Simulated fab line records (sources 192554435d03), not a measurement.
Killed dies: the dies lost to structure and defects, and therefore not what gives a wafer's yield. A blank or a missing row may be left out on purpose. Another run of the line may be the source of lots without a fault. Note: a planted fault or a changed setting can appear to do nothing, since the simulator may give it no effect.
fab line records -- flow n5_finfet
record: lots: 11, wafers: 31, last_day: 18
route steps=1938 shown BEOL_M8@1367
lots with no fault: from the same line, run without faults
start_h: hours from the record's first day to the start of the lot's first wafer shown -- wait_h: how many hours have passed since the lot's step before this one -- " repeats the value in the row above -- L1.1+2: one row covering several wafers at once -- - no value, or no start was given -- * or withheld: withheld -- < > ~ a bound
route shown NAME@n: NAME is a module with steps in the file, n the number in the route of the first one -- usual: mean/standard deviation taken from wafers without a fault -- same: alike in all rows -- chamber/n: place in a boat -- sites: the reading at each site -- _std_site: their standard deviation -- _edge_site: the outer-site mean with the inner-site mean subtracted -- radius_mm: for every site, how far away it sits from the centre of the wafer -- mask NAME#n: copy n -- behind: the tool/chamber that last shaped the wafer -- hold: cause of the lot's hold/its duration in hours/its outcome -- device: whichever transistor did not switch (one of n, p or np) -- end of line: the same wafers' tests at the end of the route -- a step with no rows: only its recipe -- killed: dies that structure and defects cost at the first sort, which is not the same as the wafer's yield -- map: per-die view of a wafer (x killed, . not killed, _ where there is no die)
set.NAME: the setting the step ran with; set.NAME@STEP: the setting that earlier step ran with -- model.NAME: the simulator's own value behind a step, which no gauge read
the route's steps for a sample of lots (tables are steps, rows are wafers)
services: when a tool's chamber went out of use (start_h, in hours from the record's first day, below 0 if earlier), for how many hours, and the reason
== steps ==
step: N5_BEOL_M8_INSPECT_30
recipe: mode: adi, inspect_instrument: brightfield
usual: raw_defect_count: 409/100
lot.wafer,tool,chamber,start_h,wait_h,raw_defect_count
L701.3,defect_inspect-01,-,201.97,0.0,407
L701.4,defect_inspect-01,-,201.97,0.0,479
L701.5,defect_inspect-01,-,201.97,0.0,431
L704.2,defect_inspect-01,-,214.52,0.0,518
L704.3,defect_inspect-01,-,214.52,0.0,678
L706.4,defect_inspect-02,-,217.28,0.0,438
L706.5,defect_inspect-02,-,217.28,0.0,330
L706.6,defect_inspect-02,-,217.28,0.0,387
L713.2,defect_inspect-01,-,276.41,0.0,451
L713.3,defect_inspect-01,-,276.41,0.0,342
L713.5,defect_inspect-01,-,276.41,0.0,390
L712.3,defect_inspect-01,-,286.05,0.0,413
L712.4,defect_inspect-01,-,286.05,0.0,429
L712.5,defect_inspect-01,-,286.05,0.0,460
L715.1,defect_inspect-01,-,293.53,0.1,364
L715.2,defect_inspect-01,-,293.53,0.1,346
L715.3,defect_inspect-01,-,293.53,0.1,309
L716.1,defect_inspect-02,-,302.69,0.1,289
L716.3,defect_inspect-02,-,302.69,0.1,330
L716.6,defect_inspect-02,-,302.69,0.1,296
L720.1,defect_inspect-02,-,324.03,0.1,379
L720.3,defect_inspect-02,-,324.03,0.1,354
L720.6,defect_inspect-02,-,324.03,0.1,415
L721.2,defect_inspect-02,-,324.29,0.0,516
L721.6,defect_inspect-02,-,324.29,0.0,370
L723.1,defect_inspect-01,-,343.61,0.1,409
L723.3,defect_inspect-01,-,343.61,0.1,381
L723.4,defect_inspect-01,-,343.61,0.1,412
L724.1,defect_inspect-01,-,351.86,0.1,407
L724.2,defect_inspect-01,-,351.86,0.1,538
L724.5,defect_inspect-01,-,351.86,0.1,844
step: N5_BEOL_M8_ETCH_72
recipe: chemistry: N2/H2, target: underlayer, target_depth_a: 65, mask_material: CAR-EUV, time_s: 5.2, ion_energy_ev: 200, pressure_mtorr: 30, source_w: 840, bias_w: 150, n2_flow_sccm: 200, h2_flow_sccm: 200, ends: cleared
usual: drypump_motor_current_A: 5.8/0.41, etch_rf_on_time_s: 5.18/0.1, n2_flow_sccm: 200.0/0.61, oes_product_au: 0.70/0.077, rf_vpp_V: 524.1/2.8, showerhead_plenum_p_Torr: 2.55/0.086, throttle_valve_pct: 17.77/0.1
lot.wafer,tool,chamber,start_h,wait_h,drypump_motor_current_A,etch_rf_on_time_s,n2_flow_sccm,oes_product_au,rf_hours_counter_h,rf_vpp_V,showerhead_plenum_p_Torr,throttle_valve_pct
L701.3,rie_diel-05,2,202.04,0.0,5.7,5.12,198.7,0.86,4,523.5,2.50,17.71
L701.4,rie_diel-05,3,202.04,0.0,5.5,5.24,199.2,0.73,-,527.2,2.68,17.63
L701.5,rie_diel-05,2,202.04,0.0,5.7,5.16,200.3,0.86,-,521.8,2.50,17.71
L704.2,rie_diel-02,1,214.68,0.0,5.4,5.09,200.0,0.62,206,522.5,2.52,17.95
L704.3,rie_diel-02,3,214.68,0.0,6.6,5.19,200.3,0.63,170,521.9,2.51,17.84
L706.4,rie_diel-05,1,217.36,0.0,6.2,5.09,200.8,0.61,-,524.2,2.51,17.65
L706.5,rie_diel-05,3,217.36,0.0,5.5,5.26,200.3,0.71,-,527.4,2.68,17.66
L706.6,rie_diel-05,2,217.36,0.0,5.7,5.18,201.1,0.83,-,520.4,2.50,17.72
L713.2,rie_diel-01,0,276.48,0.0,5.6,5.11,200.8,0.78,43,529.9,2.71,17.82
L713.3,rie_diel-01,3,276.48,0.0,5.9,4.92,199.7,0.74,56,523.6,2.59,17.94
L713.5,rie_diel-01,3,276.48,0.0,5.9,4.96,200.0,0.76,-,526.9,2.59,17.94
L712.3,rie_diel-05,3,286.11,0.0,5.5,5.29,199.4,0.68,88,528.6,2.66,17.67
L712.4,rie_diel-05,0,286.11,0.0,5.6,5.10,199.3,0.79,21,519.6,2.51,17.79
L712.5,rie_diel-05,1,286.11,0.0,6.3,5.14,199.9,0.59,-,521.0,2.50,17.68
L715.1,rie_diel-01,2,293.60,0.0,4.8,5.28,199.4,0.60,233,525.4,2.61,18.03
L715.2,rie_diel-01,1,293.60,0.0,6.5,5.28,201.0,0.80,11,520.8,2.49,17.75
L715.3,rie_diel-01,0,293.60,0.0,5.6,5.23,199.7,0.75,49,529.5,2.71,17.79
L716.1,rie_diel-05,1,302.89,0.0,6.2,5.14,198.7,0.60,242,522.1,2.50,17.67
L716.3,rie_diel-05,2,302.89,0.0,5.8,5.25,198.9,0.77,40,522.3,2.49,17.77
L716.6,rie_diel-05,2,302.89,0.0,5.8,5.25,199.3,0.78,-,521.6,2.49,17.75
L720.1,rie_diel-02,1,324.10,0.0,5.4,5.04,200.2,0.59,244,522.6,2.50,18.02
L720.3,rie_diel-02,0,324.10,0.0,6.0,5.07,199.3,0.64,159,522.1,2.43,17.79
L720.6,rie_diel-02,1,324.10,0.0,5.5,5.03,199.6,0.60,-,521.6,2.50,18.03
L721.2,rie_diel-05,2,324.52,0.0,5.7,5.23,200.7,0.75,48,519.7,2.48,17.79
L721.6,rie_diel-05,3,324.52,0.0,5.5,5.35,200.1,0.67,-,527.4,2.66,17.69
L723.1,rie_diel-05,3,343.69,0.0,5.5,5.34,199.6,0.66,109,527.8,2.66,17.74
L723.3,rie_diel-05,3,343.69,0.0,5.5,5.30,199.7,0.67,-,527.0,2.66,17.73
L723.4,rie_diel-05,2,343.69,0.0,5.7,5.21,200.2,0.75,-,522.8,2.48,17.80
L724.1,rie_diel-02,2,352.52,0.0,6.4,5.15,200.6,0.69,110,528.2,2.67,17.76
L724.2,rie_diel-02,0,352.52,0.0,6.0,5.13,200.5,0.63,171,521.8,2.42,17.80
L724.5,rie_diel-02,0,352.52,0.0,6.0,5.15,199.9,0.62,-,518.6,2.42,17.78
step: N5_BEOL_M8_ETCH_66
recipe: chemistry: N2/H2, target: SOC, target_depth_a: 800, overetch_a: 160, mask_material: SiARC, temp_c: 40, time_s: 120, ion_energy_ev: 200, pressure_mtorr: 30, source_w: 840, bias_w: 150, n2_flow_sccm: 200, h2_flow_sccm: 200
usual: drypump_motor_current_A: 5.8/0.41, n2_flow_sccm: 200.0/0.57, oes_product_au: 0.63/0.068, rf_vpp_V: 524.3/2.6, showerhead_plenum_p_Torr: 2.55/0.086, throttle_valve_pct: 17.73/0.1
lot.wafer,tool,chamber,start_h,wait_h,drypump_motor_current_A,n2_flow_sccm,oes_product_au,rf_hours_counter_h,rf_vpp_V,showerhead_plenum_p_Torr,throttle_valve_pct
L701.3,rie_diel-05,2,202.08,0.0,5.8,199.7,0.76,4,523.5,2.50,17.66
L701.4,rie_diel-05,3,202.08,0.0,5.5,199.8,0.65,-,527.0,2.68,17.60
L701.5,rie_diel-05,2,202.08,0.0,5.7,200.1,0.76,-,522.0,2.50,17.67
L704.2,rie_diel-02,1,214.72,0.0,5.5,200.1,0.54,206,523.0,2.52,17.89
L704.3,rie_diel-02,3,214.72,0.0,6.6,199.6,0.56,171,524.3,2.51,17.79
L706.4,rie_diel-05,1,217.44,0.0,6.2,199.5,0.54,-,522.9,2.51,17.59
L706.5,rie_diel-05,3,217.44,0.0,5.5,199.6,0.64,-,527.1,2.68,17.62
L706.6,rie_diel-05,2,217.44,0.0,5.7,200.4,0.74,-,522.0,2.50,17.67
L713.2,rie_diel-01,0,276.52,0.0,5.6,200.3,0.69,43,528.5,2.71,17.75
L713.3,rie_diel-01,3,276.52,0.0,5.9,199.8,0.65,56,525.6,2.59,17.89
L713.5,rie_diel-01,3,276.52,0.0,5.9,199.1,0.65,-,524.7,2.59,17.90
L712.3,rie_diel-05,3,286.16,0.0,5.5,199.5,0.62,88,528.2,2.67,17.65
L712.4,rie_diel-05,0,286.16,0.0,5.6,199.6,0.69,21,524.6,2.51,17.73
L712.5,rie_diel-05,1,286.16,0.0,6.2,199.1,0.53,-,522.3,2.50,17.63
L715.1,rie_diel-01,2,293.65,0.0,4.8,200.2,0.54,233,526.9,2.61,18.00
L715.2,rie_diel-01,1,293.65,0.0,6.5,200.8,0.71,11,523.7,2.49,17.73
L715.3,rie_diel-01,0,293.65,0.0,5.6,200.5,0.68,49,528.4,2.71,17.78
L716.1,rie_diel-05,1,302.94,0.0,6.2,200.2,0.53,242,523.0,2.50,17.65
L716.3,rie_diel-05,2,302.94,0.0,5.7,200.0,0.69,40,522.7,2.49,17.72
L716.6,rie_diel-05,2,302.94,0.0,5.7,200.1,0.69,-,520.5,2.49,17.73
L720.1,rie_diel-02,1,324.14,0.0,5.5,199.6,0.53,244,521.7,2.50,17.96
L720.3,rie_diel-02,0,324.14,0.0,6.0,200.4,0.57,159,521.4,2.43,17.73
L720.6,rie_diel-02,1,324.14,0.0,5.4,199.0,0.52,-,523.4,2.50,17.98
L721.2,rie_diel-05,2,324.57,0.0,5.7,199.8,0.68,48,522.2,2.48,17.74
L721.6,rie_diel-05,3,324.57,0.0,5.5,198.8,0.62,-,527.7,2.66,17.68
L723.1,rie_diel-05,3,343.76,0.0,5.5,199.7,0.61,109,529.2,2.66,17.69
L723.3,rie_diel-05,3,343.76,0.0,5.5,199.5,0.60,-,526.7,2.66,17.68
L723.4,rie_diel-05,2,343.76,0.0,5.7,200.2,0.67,-,521.6,2.48,17.77
L724.1,rie_diel-02,2,352.59,0.0,6.3,199.7,0.61,110,528.1,2.67,17.73
L724.2,rie_diel-02,0,352.59,0.0,6.0,200.3,0.56,171,519.8,2.42,17.72
L724.5,rie_diel-02,0,352.59,0.0,6.0,201.2,0.56,-,519.3,2.42,17.76
step: N5_BEOL_M8_SPUTTER_48
recipe: material: Cu, target_thk_a: 100, temp_c: -20, bias_v: 60, power_w: 26000, chamber_pressure_pa: 0.13, time_s: 1.667
usual: cathode_dc_power_W: 26000/4.8, throttle_valve_pct: 29.7/1.2
lot.wafer,tool,chamber,start_h,wait_h,cathode_dc_power_W,throttle_valve_pct
L701.3,pvd_sputter-02,-,203.71,0.1,26007,30.6
L701.4,pvd_sputter-02,-,203.71,0.1,26004,31.1
L701.5,pvd_sputter-02,-,203.71,0.1,26002,29.6
L704.2,pvd_sputter-01,-,216.84,0.4,25991,30.6
L704.3,pvd_sputter-01,-,216.84,0.4,26006,30.6
L706.4,pvd_sputter-03,-,219.57,0.1,25994,30.4
L706.5,pvd_sputter-03,-,219.57,0.1,25991,30.3
L706.6,pvd_sputter-03,-,219.57,0.1,26001,27.2
L713.2,pvd_sputter-03,-,281.51,0.2,26004,30.2
L713.3,pvd_sputter-03,-,281.51,0.2,27785,30.0
L713.5,pvd_sputter-03,-,281.51,0.2,25996,27.5
L712.3,pvd_sputter-03,-,287.94,0.1,25998,27.0
L712.4,pvd_sputter-03,-,287.94,0.1,27785,30.3
L712.5,pvd_sputter-03,-,287.94,0.1,26000,27.4
L715.1,pvd_sputter-01,-,295.30,0.1,26000,29.5
L715.2,pvd_sputter-01,-,295.30,0.1,26008,30.6
L715.3,pvd_sputter-01,-,295.30,0.1,26001,30.7
L716.1,pvd_sputter-02,-,304.49,0.1,25995,30.6
L716.3,pvd_sputter-02,-,304.49,0.1,26009,30.1
L716.6,pvd_sputter-02,-,304.49,0.1,25998,30.6
L720.1,pvd_sputter-02,-,325.67,0.1,26002,29.9
L720.3,pvd_sputter-02,-,325.67,0.1,25998,30.9
L720.6,pvd_sputter-02,-,325.67,0.1,25990,29.6
L721.2,pvd_sputter-02,-,326.41,0.1,26000,30.9
L721.6,pvd_sputter-02,-,326.41,0.1,26001,30.9
L723.1,pvd_sputter-01,-,347.77,1.8,25995,28.1
L723.3,pvd_sputter-01,-,347.77,1.8,26002,29.7
L723.4,pvd_sputter-01,-,347.77,1.8,25997,30.6
L724.1,pvd_sputter-02,-,355.05,0.2,26003,30.7
L724.2,pvd_sputter-02,-,355.05,0.2,25994,29.7
L724.5,pvd_sputter-02,-,355.05,0.2,26001,30.8
== services ==
tool,chamber,start_h,hours,kind
rie_diel-05,0,193.08,-,clean
rie_diel-05,0,193.08,-,consumable_replace:focus_ring
rie_diel-05,0,193.08,30.1,scheduled_down
rie_diel-05,0,193.08,30.1,vent_cycle
rie_diel-02,-,195.44,3.7,repair
rie_diel-01,1,244.89,-,clean
rie_diel-01,1,244.89,-,consumable_replace:focus_ring
rie_diel-01,1,244.89,16.2,scheduled_down
rie_diel-01,1,244.89,16.2,vent_cycle
rie_diel-02,2,248.76,6.5,repair
rie_diel-01,-,253.57,0.8,repair
rie_diel-01,0,325.99,3.7,repair
rie_diel-05,1,326.14,-,clean
rie_diel-05,1,326.14,-,consumable_replace:focus_ring
rie_diel-05,1,326.14,19.0,scheduled_down
rie_diel-05,1,326.14,19.0,vent_cycle
rie_diel-01,-,335.81,0.4,repair
rie_diel-05,0,336.10,17.6,repair
rie_diel-01,2,341.08,-,clean
rie_diel-02,1,341.39,-,clean
rie_diel-02,1,341.39,-,consumable_replace:focus_ring
rie_diel-02,1,341.39,26.6,scheduled_down
rie_diel-02,1,341.39,26.6,vent_cycle
rie_diel-02,3,345.83,8.4,repair
== key ==
first_sign: step: N5_BEOL_M8_SPUTTER_48, reading: cathode_dc_power_W, direction: up, sigmas: 99+, usual: *, struck: *
effect none on later readings
met_at N5_BEOL_M8_SPUTTER_48
struck_lots L712,L713
struck_wafers L712.4,L713.3
not_acting_at N5_BEOL_M8_INSPECT_30,N5_BEOL_M8_ETCH_72,N5_BEOL_M8_ETCH_66
onset_between 219.57 281.51
fault: kind: process_parameter_drift, tool: pvd_sputter-03, chamber: -, onset_h: 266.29, steps: N5_BEOL_M8_SPUTTER_48, channel: power_w, offset: *, shape: step, end_h: 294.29, acts_in: *, stated: *, scope: struck_wafers_only
